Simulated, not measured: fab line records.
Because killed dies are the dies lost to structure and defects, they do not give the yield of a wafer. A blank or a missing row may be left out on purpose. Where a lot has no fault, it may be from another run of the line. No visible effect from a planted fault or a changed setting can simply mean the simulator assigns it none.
Matching of chambers | flow n5-finfet | N5_BEOL_M12_ETCH_59 on rie-diel-02: 4 sister chambers
The step etches BARC in N2/H2, target depth 89 nm, overetch 26.7 nm, time 67.9 s. 8 wafers are shown with their chamber, then 7 later ones without.

EACH WAFER AND ITS CHAMBER
wafer  | chamber | showerhead-plenum-p-Torr (Torr) | drypump-motor-current-A (A)
L074.2 | 2       | 2.42                            | 6.17
L081.2 | 3       | 2.60                            | 6.14
L081.4 | 0       | 2.46                            | 6.26
L085.2 | 0       | 2.45                            | 6.27
L085.4 | 1       | 2.68                            | 6.29
L085.5 | 3       | 2.59                            | 6.12
L088.1 | 2       | 2.41                            | 6.19
L088.3 | 1       | 2.68                            | 6.29

WAFERS WHOSE CHAMBER IS MISSING
wafer  | showerhead-plenum-p-Torr (Torr) | drypump-motor-current-A (A)
L088.5 | 2.41                            | 6.17
L091.2 | 2.44                            | 6.28
L091.3 | 2.44                            | 6.27
L091.5 | 2.67                            | 6.31
L092.1 | 2.58                            | 6.11
L092.4 | 2.44                            | 6.29
L092.5 | 2.58                            | 6.11

EACH ONE'S CHAMBER
wafer  | from the rows above | in truth
L088.5 | 2                   | 2
L091.2 | 0                   | 0
L091.3 | 0                   | 0
L091.5 | 1                   | 1
L092.1 | 3                   | 3
L092.4 | 0                   | 0
L092.5 | 3                   | 3
7 of 7 placed correctly. Number that these rows cannot place: 0. Number placed wrongly: 0.
How it was worked out, from the rows above alone: a wafer's distance from a chamber is the root of the sum, over the readings, of the square of ((its reading less the chamber's mean) divided by the reading's scatter). If the next closest chamber is less than 2 further off than the closest, the wafer can't be placed; otherwise it belongs to the closest. Each chamber's mean is taken over the wafers shown for it. The scatter: take each reading less its chamber's mean, square it, sum over the shown wafers, divide by the number of wafers less the number of chambers, and take the root.
